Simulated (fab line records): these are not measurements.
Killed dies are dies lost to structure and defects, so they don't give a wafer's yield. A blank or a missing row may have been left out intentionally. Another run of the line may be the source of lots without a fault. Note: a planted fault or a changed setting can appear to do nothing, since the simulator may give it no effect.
fab line records	flow n5_finfet
record lots=24	wafers=72	last_day=18
route steps=1938 shown BEOL_M4@1023 BEOL_M5@1114
lots with no fault: from the same line, run without faults
start_h: hours from the record's first day to the start of the lot's first wafer shown	wait_h: hours elapsed since this lot's preceding step	" unchanged from the row above	L1.1+2: a single row standing in for several wafers	- value missing, or start not given	* or withheld: withheld	< > ~ a bound
route shown NAME@n: NAME is a module with steps in the file, n the number in the route of the first one	usual: mean/standard deviation of fault-free wafers	same: alike in all rows	chamber/n: place in a boat	sites: the reading at each site	_std_site: the standard deviation of these	_edge_site: inner sites' mean taken away from outer sites' mean	radius_mm: for every site, how far away it sits from the centre of the wafer	mask NAME#n: copy n	behind: the tool/chamber that last shaped the wafer	hold: reason for holding the lot/hours on hold/outcome of the hold	device: which transistor (n, p or np) failed to switch	end of line: tests run on the same wafers once the route is complete	for a step that has no rows: nothing shown but its recipe	killed: the dies lost at the first sort to structure and to defects; this is not the yield of the wafer	map: dies across one wafer; x = killed, . = not, _ = none there
set.NAME: the setting that was run; set.NAME@STEP: the one run at that earlier step	model.NAME: the simulator's own value behind a step, which no gauge read
one table for each step of the route and one row for each wafer, over a sample of lots
services: from which hour (start_h, from the record's first day; less than 0 if before it) a tool's chamber was out of use, for how many hours, and why
## steps
# step N5_BEOL_M4_PECVD_72
# recipe material=SiO2	target_thk_a=160	temp_c=400	precursor=TEOS/O2	pressure_torr=5.5	rf_w=450	teos_flow_sccm=53.8	gas=O2	flow_sccm=3000	time_s=18
# usual heater_power_outer_w=447/89	heater_power_w=731/100	showerhead_plenum_p_Torr=8.79/0.071	showerhead_vpp_V=1296/72	throttle_valve_pct=22.0/0.7
lot.wafer	tool	chamber	start_h	wait_h	heater_power_outer_w	heater_power_w	showerhead_plenum_p_Torr	showerhead_vpp_V	throttle_valve_pct
L075.2	pecvd-01	1	158.78	0.0	619	879	8.82	1274	21.8
L075.4	"	1	"	"	622	879	8.85	1268	21.7
L075.5	"	0	"	"	361	626	8.76	1279	22.7
L074.2	pecvd-04	0	161.24	0.0	507	887	8.80	1344	21.6
L074.3	"	1	"	"	444	727	8.81	1220	21.1
L074.6	"	2	"	"	506	754	8.70	1466	22.3
L076.1	pecvd-01	2	163.36	0.0	441	705	8.71	1267	21.9
L076.4	"	2	"	"	434	711	8.72	1265	22.0
L076.5	"	1	"	"	648	927	8.85	1271	22.0
L077.3	pecvd-04	2	180.17	0.0	529	804	8.68	1449	21.8
L077.5	"	2	"	"	554	808	8.68	1454	22.2
L077.6	"	1	"	"	422	704	8.81	1234	21.3
L079.2	pecvd-01	0	198.66	0.0	317	576	8.78	1285	23.2
L079.3	"	2	"	"	438	710	8.73	1272	21.6
L079.6	"	0	"	"	322	582	8.77	1274	22.9
L078.1	pecvd-04	2	200.65	0.0	480	721	8.71	1439	22.2
L078.2	"	0	"	"	477	826	8.81	1349	22.0
L078.5	"	1	"	"	414	712	8.80	1242	21.1
L080.2	pecvd-01	0	201.83	0.0	383	679	8.78	1263	22.9
L080.3	"	1	"	"	631	909	8.84	1270	22.0
L080.5	"	2	"	"	345	590	8.71	1264	21.9
L082.3	pecvd-01	1	205.36	0.0	527	767	8.85	1255	21.8
L082.5	"	0	"	"	316	616	8.75	1269	22.9
L082.6	"	1	"	"	518	772	8.87	1292	22.1
L081.1	pecvd-01	1	206.53	0.0	575	831	8.85	1265	22.1
L081.3	"	2	"	"	391	626	8.70	1279	21.7
L081.6	"	2	"	"	385	617	8.71	1266	21.5
L083.1	pecvd-02	0	209.67	0.0	374	646	8.87	1290	23.6
L083.2	"	2	"	"	449	739	8.90	1149	20.9
L083.6	"	1	"	"	379	638	8.89	1315	22.5
L084.1	pecvd-04	0	210.64	0.0	473	871	8.82	1337	22.0
L084.4	"	1	"	"	366	615	8.81	1247	21.2
L084.5	"	1	"	"	353	615	8.83	1249	21.2
L085.1	pecvd-01	0	217.46	0.0	376	665	8.77	1290	22.8
L085.3	"	1	"	"	580	849	8.84	1283	22.0
L085.6	"	0	"	"	387	678	8.77	1285	22.8
L086.3	pecvd-02	0	232.83	0.0	385	685	8.83	1315	23.8
L086.4	"	0	"	"	388	679	8.86	1319	23.6
L086.5	"	1	"	"	471	758	8.91	1293	22.8
L087.2	pecvd-04	1	240.29	0.0	340	599	8.83	1237	21.2
L087.3	"	0	"	"	476	870	8.81	1335	21.8
L087.5	"	2	"	"	562	852	8.69	1465	20.9
L088.3	pecvd-04	2	243.32	0.0	490	740	8.69	1459	21.1
L088.5	"	1	"	"	379	659	8.84	1232	21.3
L088.6	"	2	"	"	489	756	8.68	1456	20.9
L089.1	pecvd-01	2	250.68	0.0	393	635	8.69	1262	22.1
L089.2	"	1	"	"	627	906	8.84	1286	22.0
L089.3	"	0	"	"	363	651	8.77	1259	22.9
L090.2	pecvd-02	2	256.21	0.0	364	654	8.92	1172	21.2
L090.3	"	1	"	"	466	757	8.93	1320	23.0
L090.4	"	2	"	"	375	656	8.89	1166	21.3
L091.1	pecvd-04	0	263.46	0.0	378	718	8.82	1337	21.9
L091.2	"	1	"	"	336	589	8.83	1244	20.9
L091.4	"	1	"	"	342	604	8.83	1251	21.3
L092.1	pecvd-01	1	268.88	0.0	526	772	8.82	1280	22.0
L092.2	"	0	"	"	364	669	8.80	1278	22.7
L092.3	"	2	"	"	419	652	8.70	1235	21.9
L095.2	pecvd-02	2	282.65	0.0	370	670	8.91	1197	21.1
L095.3	"	0	"	"	322	554	8.84	1320	23.7
L095.6	"	2	"	"	378	656	8.89	1185	21.2
L093.1	pecvd-04	2	288.40	0.0	503	788	8.68	1423	21.0
L093.3	"	2	"	"	498	772	8.70	1465	21.0
L093.5	"	2	"	"	519	781	8.67	1471	21.0
L094.1	pecvd-01	1	293.68	0.0	609	873	8.85	1262	22.3
L094.4	"	0	"	"	319	574	8.78	1261	23.0
L094.5	"	1	"	"	617	886	8.85	1285	22.0
L096.1	pecvd-04	2	294.13	0.0	507	769	8.68	1436	21.0
L096.3	"	0	"	"	492	869	8.80	1347	21.9
L096.4	"	1	"	"	333	592	8.80	1242	21.4
L097.3	pecvd-01	2	298.60	0.0	353	575	8.71	1275	22.0
L097.5	"	0	"	"	358	644	8.76	1264	23.0
L097.6	"	1	"	"	645	912	8.84	1243	21.9
# step N5_BEOL_M4_OVL_MEAS_12
# recipe points_per_wafer=522
# usual M4_OVL=-0.3/0.59
# same points_per_wafer=522
lot.wafer	tool	chamber	start_h	wait_h	M4_OVL[nm]
L075.2	overlay-02	0	159.69	0.0	-0.2
L075.4	"	0	"	"	-0.6
L075.5	"	0	"	"	0.4
L074.2	overlay-02	0	163.46	0.0	0.0
L074.3	"	0	"	"	-0.2
L074.6	"	0	"	"	-0.1
L076.1	overlay-01	0	164.69	0.0	0.5
L076.4	"	0	"	"	0.4
L076.5	"	0	"	"	0.3
L077.3	overlay-02	0	181.58	0.0	-0.6
L077.5	"	0	"	"	-0.3
L077.6	"	0	"	"	-1.1
L079.2	overlay-01	0	200.82	0.0	-0.3
L079.3	"	0	"	"	0.3
L079.6	"	0	"	"	0.3
L078.1	overlay-02	0	201.73	0.0	-1.2
L078.2	"	0	"	"	-1.3
L078.5	"	0	"	"	-1.0
L080.2	overlay-02	0	202.58	0.0	-0.5
L080.3	"	0	"	"	0.5
L080.5	"	0	"	"	0.5
L082.3	overlay-01	0	206.44	0.0	-0.1
L082.5	"	0	"	"	0.3
L082.6	"	0	"	"	-0.4
L081.1	overlay-01	0	208.02	0.0	0.2
L081.3	"	0	"	"	-0.2
L081.6	"	0	"	"	-0.8
L083.1	overlay-02	0	210.56	0.0	0.8
L083.2	"	0	"	"	0.1
L083.6	"	0	"	"	-0.2
L084.1	overlay-02	0	211.79	0.0	0.6
L084.4	"	0	"	"	-0.2
L084.5	"	0	"	"	0.3
L085.1	overlay-02	0	221.82	0.0	-1.1
L085.3	"	0	"	"	0.1
L085.6	"	0	"	"	-0.1
L086.3	overlay-02	0	235.80	0.0	0.1
L086.4	"	0	"	"	0.4
L086.5	"	0	"	"	0.5
L087.2	overlay-01	0	242.88	0.0	0.3
L087.3	"	0	"	"	0.1
L087.5	"	0	"	"	-0.2
L088.3	overlay-01	0	244.29	0.0	-1.8
L088.5	"	0	"	"	-1.4
L088.6	"	0	"	"	-1.4
L089.1	overlay-01	0	252.22	0.0	-0.3
L089.2	"	0	"	"	-1.2
L089.3	"	0	"	"	-0.7
L090.2	overlay-02	0	257.41	0.0	-1.2
L090.3	"	0	"	"	-1.5
L090.4	"	0	"	"	-0.5
L091.1	overlay-01	0	265.17	0.1	0.2
L091.2	"	0	"	"	-0.4
L091.4	"	0	"	"	-0.5
L092.1	overlay-02	0	271.45	0.0	-0.3
L092.2	"	0	"	"	-1.3
L092.3	"	0	"	"	-1.1
L095.2	overlay-02	0	283.32	0.0	0.1
L095.3	"	0	"	"	0.9
L095.6	"	0	"	"	-0.2
L093.1	overlay-02	0	290.12	0.0	0.0
L093.3	"	0	"	"	-0.3
L093.5	"	0	"	"	0.8
L094.1	overlay-02	0	294.16	0.0	-0.3
L094.4	"	0	"	"	-0.8
L094.5	"	0	"	"	0.5
L096.1	overlay-01	0	296.58	0.0	-0.6
L096.3	"	0	"	"	-0.5
L096.4	"	0	"	"	0.3
L097.3	overlay-01	0	300.58	0.0	-0.5
L097.5	"	0	"	"	0.6
L097.6	"	0	"	"	-0.1
# step N5_BEOL_M4_CD_MEAS_28
# recipe target_cd_nm=26.2	landing_energy_ev=500	detector=se_inlens	target_cd_y_nm=24.1	polarity=opening
# usual cd_nm=26.19/0.22
lot.wafer	tool	chamber	start_h	wait_h	cd_nm
L075.2	cd_sem-02	0	160.81	-	26.09
L075.4	"	0	"	"	26.14
L075.5	"	0	"	"	26.35
L074.2	cd_sem-01	0	164.36	-	26.41
L074.3	"	0	"	"	26.11
L074.6	"	0	"	"	26.49
L076.1	cd_sem-01	0	165.55	-	26.30
L076.4	"	0	"	"	26.22
L076.5	"	0	"	"	26.51
L077.3	cd_sem-02	0	182.65	-	26.60
L077.5	"	0	"	"	26.42
L077.6	"	0	"	"	26.20
L079.2	cd_sem-01	0	201.67	-	25.81
L079.3	"	0	"	"	25.75
L079.6	"	0	"	"	26.31
L078.1	cd_sem-03	0	202.90	-	26.19
L078.2	"	0	"	"	26.23
L078.5	"	0	"	"	25.97
L080.2	cd_sem-02	0	203.45	-	26.14
L080.3	"	0	"	"	26.14
L080.5	"	0	"	"	26.11
L082.3	cd_sem-03	0	207.28	-	26.13
L082.5	"	0	"	"	26.10
L082.6	"	0	"	"	26.21
L081.1	cd_sem-03	0	209.03	-	25.93
L081.3	"	0	"	"	25.93
L081.6	"	0	"	"	25.97
L083.1	cd_sem-02	0	211.67	-	26.06
L083.2	"	0	"	"	26.39
L083.6	"	0	"	"	26.23
L084.1	cd_sem-01	0	212.83	-	26.18
L084.4	"	0	"	"	25.80
L084.5	"	0	"	"	26.04
L085.1	cd_sem-02	0	222.67	-	26.16
L085.3	"	0	"	"	26.27
L085.6	"	0	"	"	25.89
L086.3	cd_sem-03	0	237.91	-	26.25
L086.4	"	0	"	"	26.11
L086.5	"	0	"	"	26.21
L087.2	cd_sem-02	0	243.90	-	25.95
L087.3	"	0	"	"	26.34
L087.5	"	0	"	"	26.32
L088.3	cd_sem-01	0	245.13	-	26.74
L088.5	"	0	"	"	26.47
L088.6	"	0	"	"	26.05
L089.1	cd_sem-02	0	253.58	-	26.38
L089.2	"	0	"	"	26.36
L089.3	"	0	"	"	26.15
L090.2	cd_sem-03	0	258.26	-	26.08
L090.3	"	0	"	"	26.03
L090.4	"	0	"	"	26.42
L091.1	cd_sem-03	0	266.23	-	26.48
L091.2	"	0	"	"	26.74
L091.4	"	0	"	"	26.26
L092.1	cd_sem-03	0	272.35	-	26.14
L092.2	"	0	"	"	26.32
L092.3	"	0	"	"	25.99
L095.2	cd_sem-03	0	284.32	-	26.26
L095.3	"	0	"	"	26.36
L095.6	"	0	"	"	26.23
L093.1	cd_sem-03	0	291.01	-	26.11
L093.3	"	0	"	"	25.70
L093.5	"	0	"	"	26.17
L094.1	cd_sem-03	0	295.02	-	25.92
L094.4	"	0	"	"	25.75
L094.5	"	0	"	"	26.26
L096.1	cd_sem-03	0	297.58	-	26.22
L096.3	"	0	"	"	26.16
L096.4	"	0	"	"	26.07
L097.3	cd_sem-02	0	302.62	-	25.70
L097.5	"	0	"	"	26.30
L097.6	"	0	"	"	25.93
# step N5_BEOL_M4_ETCH_70
# recipe chemistry=N2/H2	target=SOC	target_depth_a=800	overetch_a=240	mask_material=SiARC	temp_c=40	time_s=130	ion_energy_ev=200	pressure_mtorr=30	source_w=840	bias_w=150	n2_flow_sccm=200	h2_flow_sccm=200
# usual drypump_motor_current_A=5.8/0.55	oes_product_au=0.56/0.047	rf_vpp_V=523.6/2	showerhead_plenum_p_Torr=2.53/0.067	throttle_valve_pct=17.90/0.3
lot.wafer	tool	chamber	start_h	wait_h	drypump_motor_current_A	oes_product_au	rf_hours_counter_h	rf_vpp_V	showerhead_plenum_p_Torr	throttle_valve_pct
L075.2	rie_diel-04	0	172.20	0.0	6.8	0.53	197	520.8	2.40	18.06
L075.4	"	1	"	"	6.0	0.53	215	523.7	2.52	18.28
L075.5	"	0	"	"	6.8	0.54	-	519.3	2.40	18.06
L074.2	rie_diel-04	3	175.47	0.0	5.3	0.56	165	521.4	2.44	18.06
L074.3	"	2	"	"	6.1	0.64	45	522.6	2.48	17.51
L074.6	"	2	"	"	6.2	0.64	-	521.9	2.48	17.50
L076.1	rie_diel-01	3	175.58	0.0	6.3	0.61	60	525.4	2.59	17.46
L076.4	"	0	"	"	5.3	0.63	46	524.8	2.56	17.51
L076.5	"	1	"	"	5.4	0.60	-	524.0	2.58	17.59
L077.3	rie_diel-02	2	186.55	0.0	5.9	0.55	178	527.2	2.63	17.73
L077.5	"	2	"	"	5.9	0.55	-	526.3	2.63	17.75
L077.6	"	1	"	"	6.6	0.53	-	524.6	2.54	18.15
L079.2	rie_diel-02	1	204.93	0.0	6.6	0.53	173	523.0	2.54	18.17
L079.3	"	0	"	"	5.6	0.52	248	525.1	2.62	18.22
L079.6	"	0	"	"	5.6	0.53	-	526.5	2.62	18.21
L078.1	rie_diel-02	3	209.65	0.0	5.0	0.53	190	522.9	2.53	18.34
L078.2	"	2	"	"	5.8	0.54	185	526.0	2.63	17.75
L078.5	"	1	"	"	6.6	0.52	-	524.3	2.54	18.18
L080.2	rie_diel-02	3	210.05	0.0	5.0	0.53	191	523.2	2.53	18.34
L080.3	"	2	"	"	5.8	0.54	186	526.9	2.63	17.77
L080.5	"	3	"	"	5.0	0.53	-	523.0	2.53	18.33
L082.3	rie_diel-01	0	210.09	0.0	5.3	0.63	59	523.7	2.55	17.54
L082.5	"	1	"	"	5.4	0.60	-	524.1	2.57	17.61
L082.6	"	2	"	"	5.1	0.57	-	522.0	2.46	17.76
L081.1	rie_diel-04	0	210.14	0.0	6.8	0.52	211	521.1	2.40	18.08
L081.3	"	3	"	"	5.3	0.55	178	520.5	2.43	18.09
L081.6	"	1	"	"	6.1	0.52	-	523.1	2.51	18.31
L083.1	rie_diel-01	3	213.17	0.0	6.2	0.59	74	524.8	2.59	17.48
L083.2	"	2	"	"	5.1	0.58	107	522.4	2.46	17.77
L083.6	"	3	"	"	6.2	0.59	-	525.3	2.59	17.46
L084.1	rie_diel-02	3	216.03	0.0	5.0	0.52	193	524.0	2.53	18.32
L084.4	"	3	"	"	5.0	0.52	-	523.2	2.53	18.33
L084.5	"	2	"	"	5.8	0.54	-	526.4	2.63	17.78
L085.1	rie_diel-02	3	228.74	0.0	5.0	0.53	198	522.1	2.53	18.35
L085.3	"	0	"	"	5.6	0.70	1	524.6	2.62	17.79
L085.6	"	2	"	"	5.9	0.54	-	525.5	2.63	17.79
L086.3	rie_diel-02	1	242.18	0.0	6.6	0.52	188	523.6	2.53	18.19
L086.4	"	3	"	"	5.0	0.52	204	523.8	2.53	18.35
L086.5	"	3	"	"	5.0	0.52	-	522.9	2.53	18.35
L087.2	rie_diel-04	0	246.34	0.0	6.8	0.52	224	519.8	2.39	18.10
L087.3	"	2	"	"	6.2	0.61	71	521.0	2.47	17.56
L087.5	"	1	"	"	6.0	0.51	-	522.9	2.51	18.33
L088.3	rie_diel-02	0	252.20	0.0	5.6	0.67	10	526.2	2.61	17.80
L088.5	"	2	"	"	5.9	0.53	-	527.4	2.62	17.81
L088.6	"	1	"	"	6.6	0.52	-	523.8	2.53	18.21
L089.1	rie_diel-01	0	255.63	0.0	5.3	0.61	71	525.7	2.55	17.56
L089.2	"	2	"	"	5.1	0.57	117	520.4	2.46	17.78
L089.3	"	3	"	"	6.2	0.58	85	525.6	2.58	17.50
L090.2	rie_diel-01	1	263.94	0.0	5.4	0.58	97	525.0	2.57	17.66
L090.3	"	3	"	"	6.3	0.57	88	525.2	2.58	17.49
L090.4	"	0	"	"	5.3	0.61	74	525.1	2.55	17.56
L091.1	rie_diel-02	1	267.70	0.0	6.6	0.51	197	524.5	2.53	18.23
L091.2	"	2	"	"	5.9	0.53	207	526.1	2.62	17.78
L091.4	"	3	"	"	5.1	0.52	212	523.5	2.52	18.36
L092.1	rie_diel-01	0	274.40	0.0	5.3	0.61	77	524.3	2.55	17.58
L092.2	"	3	"	"	6.2	0.58	91	524.7	2.58	17.49
L092.3	"	1	"	"	5.5	0.57	100	525.2	2.57	17.64
L095.2	rie_diel-01	0	287.97	0.0	5.3	0.60	82	524.4	2.54	17.57
L095.3	"	1	"	"	5.4	0.57	105	525.7	2.57	17.65
L095.6	"	0	"	"	5.3	0.60	-	524.5	2.54	17.58
L093.1	rie_diel-04	2	292.38	0.0	6.1	0.60	89	521.9	2.46	17.58
L093.3	"	3	"	"	5.3	0.53	208	518.9	2.42	18.12
L093.5	"	3	"	"	5.3	0.53	-	520.9	2.42	18.15
L094.1	rie_diel-02	0	296.94	0.0	5.6	0.64	22	525.3	2.61	17.81
L094.4	"	3	"	"	5.0	0.51	223	522.1	2.52	18.38
L094.5	"	3	"	"	5.0	0.51	-	523.8	2.52	18.37
L096.1	rie_diel-04	2	301.06	0.0	6.2	0.59	92	522.6	2.46	17.57
L096.3	"	0	"	"	6.8	0.51	244	518.7	2.38	18.13
L096.4	"	3	"	"	5.3	0.53	211	519.7	2.42	18.16
L097.3	rie_diel-01	2	304.72	0.0	5.1	0.56	133	520.5	2.45	17.81
L097.5	"	0	"	"	5.3	0.60	-	524.6	2.54	17.58
L097.6	"	3	"	"	6.2	0.57	-	525.4	2.57	17.52
# step N5_BEOL_M4_VIA_ETCH_34
# recipe chemistry=C4F6/O2	target_depth_a=694	mask_material=SOC	pressure_mtorr=15	ion_energy_ev=250	taper_deg=4	time_s=65.9	source_w=350	bias_w=170	Ar_flow_sccm=300	C4F6_flow_sccm=10	O2_flow_sccm=10
# usual drypump_motor_current_A=5.8/0.55	oes_product_au=0.76/0.063	rf_vpp_V=663/12	showerhead_plenum_p_Torr=2.83/0.074	throttle_valve_pct=30.81/0.25
lot.wafer	tool	chamber	start_h	wait_h	drypump_motor_current_A	oes_product_au	rf_hours_counter_h	rf_vpp_V	showerhead_plenum_p_Torr	throttle_valve_pct
L075.2	rie_diel-04	0	172.30	0.0	6.8	0.71	197	672	2.71	30.97
L075.4	"	1	"	"	6.1	0.71	215	672	2.80	31.00
L075.5	"	0	"	"	6.8	0.71	-	672	2.71	30.97
L074.2	rie_diel-04	3	175.58	0.0	5.3	0.75	165	671	2.74	30.95
L074.3	"	2	"	"	6.2	0.87	45	650	2.75	30.22
L074.6	"	2	"	"	6.2	0.88	-	648	2.75	30.23
L076.1	rie_diel-01	3	175.69	0.0	6.2	0.81	60	657	2.88	30.41
L076.4	"	0	"	"	5.3	0.86	46	647	2.90	30.79
L076.5	"	1	"	"	5.5	0.82	-	665	2.91	30.69
L077.3	rie_diel-02	2	186.66	0.0	5.8	0.75	178	672	2.94	30.75
L077.5	"	2	"	"	5.8	0.75	-	674	2.94	30.73
L077.6	"	1	"	"	6.6	0.73	-	673	2.84	31.06
L079.2	rie_diel-02	1	205.03	0.0	6.6	0.72	173	673	2.83	31.06
L079.3	"	0	"	"	5.6	0.70	248	656	2.91	30.94
L079.6	"	0	"	"	5.6	0.69	-	656	2.91	30.94
L078.1	rie_diel-02	3	209.75	0.0	5.0	0.72	190	649	2.82	31.15
L078.2	"	2	"	"	5.8	0.74	185	672	2.94	30.74
L078.5	"	1	"	"	6.6	0.71	-	673	2.83	31.06
L080.2	rie_diel-02	3	210.16	0.0	5.0	0.73	191	647	2.82	31.14
L080.3	"	2	"	"	5.8	0.75	186	673	2.94	30.76
L080.5	"	3	"	"	5.0	0.73	-	648	2.82	31.14
L082.3	rie_diel-01	0	210.19	0.0	5.3	0.84	59	647	2.89	30.80
L082.5	"	1	"	"	5.4	0.80	-	664	2.90	30.72
L082.6	"	2	"	"	5.1	0.77	-	682	2.75	30.64
L081.1	rie_diel-04	0	210.24	0.0	6.8	0.70	211	672	2.70	30.98
L081.3	"	3	"	"	5.3	0.75	178	669	2.73	30.96
L081.6	"	1	"	"	6.0	0.70	-	672	2.80	31.00
L083.1	rie_diel-01	3	213.27	0.0	6.3	0.79	74	655	2.88	30.44
L083.2	"	2	"	"	5.1	0.78	107	683	2.75	30.65
L083.6	"	3	"	"	6.3	0.80	-	654	2.88	30.42
L084.1	rie_diel-02	3	216.13	0.0	5.0	0.72	193	646	2.82	31.14
L084.4	"	3	"	"	5.0	0.73	-	648	2.82	31.14
L084.5	"	2	"	"	5.8	0.74	-	673	2.94	30.76
L085.1	rie_diel-02	3	228.84	0.0	5.0	0.72	198	647	2.81	31.15
L085.3	"	0	"	"	5.6	0.94	1	657	2.91	30.66
L085.6	"	2	"	"	5.8	0.74	-	672	2.93	30.75
L086.3	rie_diel-02	1	242.29	0.0	6.6	0.70	188	672	2.83	31.08
L086.4	"	3	"	"	5.0	0.71	204	646	2.81	31.15
L086.5	"	3	"	"	5.0	0.71	-	648	2.81	31.17
L087.2	rie_diel-04	0	246.45	0.0	6.8	0.71	224	671	2.70	30.98
L087.3	"	2	"	"	6.2	0.85	71	648	2.74	30.24
L087.5	"	1	"	"	6.0	0.69	-	672	2.79	31.03
L088.3	rie_diel-02	0	252.30	0.0	5.6	0.90	10	656	2.90	30.68
L088.5	"	2	"	"	5.8	0.73	-	671	2.93	30.75
L088.6	"	1	"	"	6.6	0.71	-	672	2.82	31.07
L089.1	rie_diel-01	0	255.73	0.0	5.3	0.82	71	646	2.89	30.80
L089.2	"	2	"	"	5.2	0.77	117	683	2.74	30.66
L089.3	"	3	"	"	6.2	0.78	85	654	2.87	30.45
L090.2	rie_diel-01	1	264.04	0.0	5.5	0.79	97	663	2.90	30.74
L090.3	"	3	"	"	6.2	0.78	88	655	2.87	30.44
L090.4	"	0	"	"	5.3	0.82	74	648	2.89	30.83
L091.1	rie_diel-02	1	267.81	0.0	6.6	0.70	197	672	2.82	31.06
L091.2	"	2	"	"	5.8	0.73	207	671	2.93	30.77
L091.4	"	3	"	"	5.0	0.71	212	648	2.81	31.16
L092.1	rie_diel-01	0	274.51	0.0	5.3	0.83	77	647	2.89	30.82
L092.2	"	3	"	"	6.2	0.77	91	654	2.87	30.44
L092.3	"	1	"	"	5.4	0.79	100	664	2.90	30.74
L095.2	rie_diel-01	0	288.08	0.0	5.3	0.81	82	646	2.88	30.81
L095.3	"	1	"	"	5.5	0.79	105	663	2.89	30.74
L095.6	"	0	"	"	5.3	0.82	-	646	2.88	30.81
L093.1	rie_diel-04	2	292.49	0.0	6.2	0.83	89	650	2.73	30.28
L093.3	"	3	"	"	5.3	0.72	208	669	2.72	30.99
L093.5	"	3	"	"	5.3	0.72	-	669	2.72	31.00
L094.1	rie_diel-02	0	297.05	0.0	5.6	0.87	23	656	2.90	30.69
L094.4	"	3	"	"	5.0	0.70	223	644	2.80	31.16
L094.5	"	3	"	"	5.0	0.70	-	648	2.80	31.20
L096.1	rie_diel-04	2	301.17	0.0	6.1	0.82	92	649	2.73	30.28
L096.3	"	0	"	"	6.8	0.68	244	672	2.69	31.02
L096.4	"	3	"	"	5.3	0.73	212	669	2.72	30.98
L097.3	rie_diel-01	2	304.83	0.0	5.1	0.75	133	681	2.73	30.67
L097.5	"	0	"	"	5.3	0.80	-	646	2.88	30.83
L097.6	"	3	"	"	6.2	0.76	-	655	2.87	30.45
# step N5_BEOL_M5_THK_MEAS_01
# recipe reads=SiCOH_lowk_of_BEOL_M5_ILD_DEP_00
# usual M5_ILD_THK=120.9/1.6
lot.wafer	tool	chamber	start_h	wait_h	M5_ILD_THK[nm]
L075.2	film_metro-02	-	178.30	0.4	121.2
L075.4	"	-	"	"	124.6
L075.5	"	-	"	"	122.7
L074.2	film_metro-01	-	181.49	0.4	118.7
L074.3	"	-	"	"	120.5
L074.6	"	-	"	"	121.1
L076.1	film_metro-01	-	183.15	0.4	119.6
L076.4	"	-	"	"	121.1
L076.5	"	-	"	"	119.9
L077.3	film_metro-01	-	192.72	0.3	120.2
L077.5	"	-	"	"	121.3
L077.6	"	-	"	"	122.7
L079.2	film_metro-02	-	210.91	0.4	118.6
L079.3	"	-	"	"	119.4
L079.6	"	-	"	"	118.9
L078.1	film_metro-01	-	215.50	0.4	118.4
L078.2	"	-	"	"	118.4
L078.5	"	-	"	"	119.6
L080.2	film_metro-01	-	215.92	0.4	118.2
L080.3	"	-	"	"	120.7
L080.5	"	-	"	"	121.7
L082.3	film_metro-02	-	216.42	0.3	118.2
L082.5	"	-	"	"	121.4
L082.6	"	-	"	"	121.9
L081.1	film_metro-02	-	217.76	0.4	119.3
L081.3	"	-	"	"	120.9
L081.6	"	-	"	"	122.6
L083.1	film_metro-01	-	219.78	0.4	119.7
L083.2	"	-	"	"	118.4
L083.6	"	-	"	"	121.8
L084.1	film_metro-01	-	222.56	0.4	121.5
L084.4	"	-	"	"	123.6
L084.5	"	-	"	"	123.1
L085.1	film_metro-02	-	234.64	0.4	118.2
L085.3	"	-	"	"	120.7
L085.6	"	-	"	"	118.8
L086.3	film_metro-02	-	248.42	0.3	118.6
L086.4	"	-	"	"	120.2
L086.5	"	-	"	"	121.6
L087.2	film_metro-01	-	253.56	0.4	119.7
L087.3	"	-	"	"	121.4
L087.5	"	-	"	"	120.7
L088.3	film_metro-01	-	257.90	0.3	120.3
L088.5	"	-	"	"	122.3
L088.6	"	-	"	"	119.5
L089.1	film_metro-01	-	262.47	0.4	119.2
L089.2	"	-	"	"	120.1
L089.3	"	-	"	"	119.3
L090.2	film_metro-01	-	270.71	0.7	120.1
L090.3	"	-	"	"	120.6
L090.4	"	-	"	"	121.1
L091.1	film_metro-02	-	274.96	0.4	118.5
L091.2	"	-	"	"	118.5
L091.4	"	-	"	"	121.6
L092.1	film_metro-02	-	280.62	0.4	120.7
L092.2	"	-	"	"	119.6
L092.3	"	-	"	"	121.7
L095.2	film_metro-02	-	294.77	0.4	118.6
L095.3	"	-	"	"	119.1
L095.6	"	-	"	"	123.7
L093.1	film_metro-02	-	298.28	0.4	120.6
L093.3	"	-	"	"	120.0
L093.5	"	-	"	"	123.2
L094.1	film_metro-02	-	303.93	0.4	121.7
L094.4	"	-	"	"	121.9
L094.5	"	-	"	"	123.6
L096.1	film_metro-02	-	307.65	0.4	122.5
L096.3	"	-	"	"	119.8
L096.4	"	-	"	"	120.0
L097.3	film_metro-01	-	311.17	0.3	122.6
L097.5	"	-	"	"	123.4
L097.6	"	-	"	"	122.3
## services
tool	chamber	start_h	hours	kind
rie_diel-04	0	143.65	8.5	repair
pecvd-02	-	151.87	5.5	pm
pecvd-01	0	186.10	5.5	scheduled_down
pecvd-04	2	189.26	3.8	repair
pecvd-02	1	189.65	2.1	scheduled_down
pecvd-01	-	200.46	0.3	repair
pecvd-04	2	202.38	-	clean
pecvd-04	2	202.38	-	consumable_replace:showerhead
pecvd-04	2	202.38	29.0	scheduled_down
pecvd-04	2	202.38	29.0	vent_cycle
rie_diel-02	0	211.43	-	clean
rie_diel-02	0	211.43	-	consumable_replace:focus_ring
rie_diel-02	0	211.43	15.1	scheduled_down
rie_diel-02	0	211.43	15.1	vent_cycle
rie_diel-01	-	226.88	11.4	repair
pecvd-01	2	232.52	6.1	repair
pecvd-01	-	261.97	1.2	repair
rie_diel-02	0	269.78	9.7	repair
rie_diel-01	-	271.78	1.1	repair
rie_diel-04	1	272.31	-	clean
rie_diel-04	1	272.31	-	consumable_replace:focus_ring
rie_diel-04	1	272.31	14.9	scheduled_down
rie_diel-04	1	272.31	14.9	vent_cycle
pecvd-04	1	274.60	19.2	repair
## key
fault none
